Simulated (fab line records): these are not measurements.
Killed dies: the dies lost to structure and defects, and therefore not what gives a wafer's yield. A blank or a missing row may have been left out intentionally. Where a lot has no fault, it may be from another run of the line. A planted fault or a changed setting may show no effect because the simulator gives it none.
Chamber matching :: flow nand-harc :: cmp-03 running NHARC_A_STAIRCASE_CMP_472: 4 sister chambers
The step polishes SiO2. 4 wafers are shown with their chamber, then 12 later ones without.

== EACH WAFER AND ITS CHAMBER ==
wafer: L082.5
chamber: 3
motor-current-A (A): 12.8

wafer: L090.2
chamber: 1
motor-current-A (A): 11.3

wafer: L090.3
chamber: 0
motor-current-A (A): 13.8

wafer: L090.6
chamber: 2
motor-current-A (A): 10.6

== WAFERS MISSING THEIR CHAMBER ==
wafer: L092.2
motor-current-A (A): 10.6

wafer: L092.3
motor-current-A (A): 13.1

wafer: L092.4
motor-current-A (A): 12.9

wafer: L094.1
motor-current-A (A): 13.4

wafer: L094.5
motor-current-A (A): 10.3

wafer: L094.6
motor-current-A (A): 10.7

wafer: L096.1
motor-current-A (A): 12.7

wafer: L096.5
motor-current-A (A): 10.7

wafer: L096.6
motor-current-A (A): 13.1

wafer: L097.2
motor-current-A (A): 10.3

wafer: L097.4
motor-current-A (A): 13.0

wafer: L097.6
motor-current-A (A): 13.5

== THE CHAMBER EACH PASSED THROUGH ==
wafer: L092.2
from the rows above: 2
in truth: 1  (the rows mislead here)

wafer: L092.3
from the rows above: can't be placed: 3 or 0
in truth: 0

wafer: L092.4
from the rows above: 3
in truth: 3

wafer: L094.1
from the rows above: can't be placed: 0 or 3
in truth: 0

wafer: L094.5
from the rows above: 2
in truth: 2

wafer: L094.6
from the rows above: 2
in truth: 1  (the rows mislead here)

wafer: L096.1
from the rows above: 3
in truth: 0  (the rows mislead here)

wafer: L096.5
from the rows above: 2
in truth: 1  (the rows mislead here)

wafer: L096.6
from the rows above: can't be placed: 3 or 0
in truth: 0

wafer: L097.2
from the rows above: 2
in truth: 2

wafer: L097.4
from the rows above: 3
in truth: 3

wafer: L097.6
from the rows above: can't be placed: 0 or 3
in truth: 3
4 of 12 placed correctly. Can't be placed from these rows: 4 (the true chamber is among the candidates in 4). 4 placed wrongly.
How it was worked out, from the rows above alone: a wafer's distance from a chamber is the root of the sum, over the readings, of the square of ((its reading less the chamber's mean) divided by the reading's scatter). The wafer belongs to the nearest chamber; if the next one is less than 2 further off, it can't be placed. Each chamber's mean is taken over the wafers shown for it. The scatter: with one shown wafer a chamber, the root of the mean of the squares of how far each hidden wafer lies from its nearest shown one.
